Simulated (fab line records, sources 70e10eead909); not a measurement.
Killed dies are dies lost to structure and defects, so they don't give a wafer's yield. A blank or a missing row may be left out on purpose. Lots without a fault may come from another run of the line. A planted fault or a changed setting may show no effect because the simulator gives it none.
Chamber matching | flow nand_harc | NHARC_A_CHANNEL_FILL_D2_ALD_14 on ald_hk-01: 4 sister chambers
The step deposits SiO2, target thk 2.5 nm, pulse time 10 s, ald cycles 25. 24 wafers are shown with their chamber, then 12 later ones without.

WAFERS WITH THEIR CHAMBER
wafer  | chamber | heater_power_w (W) | precursor_pulse_height_rel
L078.1 | 1       | 483                | 0.988
L078.3 | 3       | 458                | 1.000
L078.4 | 0       | 452                | 1.015
L081.1 | 1       | 486                | 0.971
L081.4 | 0       | 459                | 0.989
L081.6 | 0       | 455                | 0.969
L082.1 | 1       | 479                | 0.992
L082.3 | 3       | 458                | 1.028
L082.4 | 2       | 434                | 0.967
L080.2 | 1       | 476                | 1.017
L080.3 | 2       | 427                | 0.998
L080.6 | 1       | 473                | 0.992
L086.2 | 2       | 420                | 1.009
L086.5 | 2       | 435                | 1.007
L086.6 | 1       | 478                | 1.025
L087.2 | 0       | 460                | 1.010
L087.3 | 2       | 436                | 1.015
L087.6 | 1       | 471                | 1.008
L089.3 | 2       | 442                | 1.029
L089.4 | 0       | 465                | 0.989
L089.6 | 1       | 484                | 1.019
L088.1 | 3       | 456                | 1.031
L088.2 | 0       | 478                | 1.005
L088.4 | 2       | 433                | 1.011

SIGNATURES (means of the wafers above)
reading                    | chamber 0 | chamber 1 | chamber 2 | chamber 3 | scatter within a chamber
heater_power_w             | 461.50    | 478.75    | 432.43    | 457.33    | 6.8
precursor_pulse_height_rel | 0.99617   | 1.00150   | 1.00514   | 1.01967   | 0.0183
Rule: a wafer's distance from a chamber is the root of the sum, over the readings, of the square of ((its reading less the chamber's mean) divided by the reading's scatter). The wafer belongs to the nearest chamber; if the next one is less than 2 further off, it can't be placed. The scatter: the root of (the sum of the squares of (reading less its chamber's mean) over the shown wafers, divided by (wafers less chambers)).

WAFERS WITHOUT THEIR CHAMBER
wafer  | heater_power_w (W) | precursor_pulse_height_rel
L091.3 | 438                | 0.991
L091.4 | 460                | 0.994
L091.6 | 465                | 0.990
L090.1 | 432                | 1.006
L090.3 | 459                | 1.000
L090.5 | 467                | 1.005
L094.2 | 416                | 1.007
L094.3 | 441                | 1.012
L094.4 | 468                | 0.973
L097.2 | 457                | 1.008
L097.4 | 472                | 0.989
L097.6 | 447                | 0.992

WHICH CHAMBER EACH WENT THROUGH
wafer  | from the rows above          | in truth
L091.3 | 2                            | 2
L091.4 | can't be placed: 0 or 3      | 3
L091.6 | can't be placed: 0 or 3 or 1 | 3
L090.1 | 2                            | 2
L090.3 | can't be placed: 0 or 3      | 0
L090.5 | can't be placed: 0 or 3 or 1 | 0
L094.2 | 2                            | 2
L094.3 | can't be placed: 2 or 3 or 0 | 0
L094.4 | can't be placed: 0 or 1 or 3 | 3
L097.2 | can't be placed: 3 or 0      | 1
L097.4 | can't be placed: 1 or 0 or 3 | 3
L097.6 | can't be placed: 3 or 0 or 2 | 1
Placed correctly: 3 of 12. Can't be placed from these rows: 9 (the true chamber is among the candidates in 7). Placed wrongly: 0.
